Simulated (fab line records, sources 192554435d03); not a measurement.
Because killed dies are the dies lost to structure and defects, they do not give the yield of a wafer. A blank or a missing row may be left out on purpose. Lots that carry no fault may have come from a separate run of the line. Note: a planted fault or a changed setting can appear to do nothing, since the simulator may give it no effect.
Lot-split experiment    flow n5-finfet    7 lots, 21 wafers read, on a route of 1938 steps

== THE SPLIT ITSELF ==
At N5_BEOL_M7_HM_DEP_02 (deposits TiN, target thk 20 nm), the setting target-thk-a was moved away from the recipe's 200 angstrom on 6 of the 21 wafers read, by -12.7% to +12.0%. This setting was run at the recipe's value on the other wafers.

Reading taken at the split's own step.

== THE READING ==
TiN_of_BEOL_M7_HM_DEP_02.thk-nm (the simulator's own value, which no gauge read), in nm, at N5_BEOL_M7_HM_DEP_02 (deposits TiN, target thk 20 nm). No usual value for it is given in the file. Across the 15 wafers here that went through the recipe, the average is 20.0 nm and the standard deviation 0.38 nm.

wafer   tool, chamber at the split  target-thk-a as run, angstrom  against the recipe  TiN_of_BEOL_M7_HM_DEP_02.thk-nm, nm  against lot-mates on the recipe
L077.3  pvd-sputter-03, -           200                            recipe              20.2                                 -
L077.4  pvd-sputter-03, -           191.3                          -4.3%               19.4                                 -0.6
L077.5  pvd-sputter-03, -           200                            recipe              19.8                                 -
L079.3  pvd-sputter-02, -           200                            recipe              20.6                                 -
L079.4  pvd-sputter-02, -           200                            recipe              20                                   -
L079.6  pvd-sputter-02, -           200                            recipe              20.4                                 -
L080.2  pvd-sputter-02, -           200                            recipe              19.6                                 -
L080.3  pvd-sputter-02, -           174.6                          -12.7%              17.4                                 -2.2
L080.6  pvd-sputter-02, -           174.6                          -12.7%              16.6                                 -3.0
L083.2  pvd-sputter-03, -           200                            recipe              20                                   -
L083.3  pvd-sputter-03, -           183.8                          -8.1%               18.6                                 -1.4
L083.6  pvd-sputter-03, -           183.8                          -8.1%               18.4                                 -1.6
L087.3  pvd-sputter-02, -           200                            recipe              19.2                                 -
L087.4  pvd-sputter-02, -           200                            recipe              20.2                                 -
L087.5  pvd-sputter-02, -           200                            recipe              20                                   -
L090.2  pvd-sputter-01, -           200                            recipe              19.8                                 -
L090.4  pvd-sputter-01, -           224                            +12.0%              23                                   +2.8
L090.6  pvd-sputter-01, -           200                            recipe              20.6                                 -
L094.2  pvd-sputter-03, -           200                            recipe              19.6                                 -
L094.6  pvd-sputter-03, -           200                            recipe              19.6                                 -
L094.4  pvd-sputter-03, -           200                            recipe              19.8                                 -

THE FIT
A straight line over all 21 wafers: TiN_of_BEOL_M7_HM_DEP_02.thk-nm changes by +0.227 nm for each +1% of target-thk-a; r = +0.95; the points scatter about the line by 0.4 nm.
The same after taking each lot's own level away (the mean of its wafers on the recipe; 21 wafers): +0.208 nm for each +1%; r = +0.97; scatter 0.3 nm.
According to that fit, moving target-thk-a by its largest amount changes the reading by 2.6 nm.
The span of the lots' own levels, 19.60 to 20.33 nm, comes to 1.9 times the standard deviation stated above.
Hence the lot-to-lot level has little effect on the slope; both slopes agree.
Check: -2.73 nm against its lot-mates is what the line predicts for one of the wafers moved furthest among these (-12.7%) when that wafer is left out of the fit. Against them it came out at -2.2 nm.

== ADDITIONAL SPLITS CARRIED BY THESE WAFERS ==
Other splits were also applied to these wafers ahead of the reading. Each is held against what the fit with the lots' levels taken away leaves over:
other split on the same wafers  wafers away from the commonest value  r with TiN_of_BEOL_M7_HM_DEP_02.thk-nm (lot level and that fit taken away)
N5_BEOL_M0_CUTY_ETCH_63 time-s  6                                     +0.18
N5_BEOL_M0_ETCH_128 source-w    5                                     -0.43
N5_BEOL_M3_COAT_76 spin-rpm     11                                    +0.07
N5_BEOL_M6_ILD_DEP_00 time-s    5                                     +0.25
N5_BEOL_M6_EXPOSE_08 dose-mj    4                                     +0.32

== FILE'S OWN FIT ==
TiN_of_BEOL_M7_HM_DEP_02.thk-nm changes by +0.209 nm for each +1% of target-thk-a, r = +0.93.
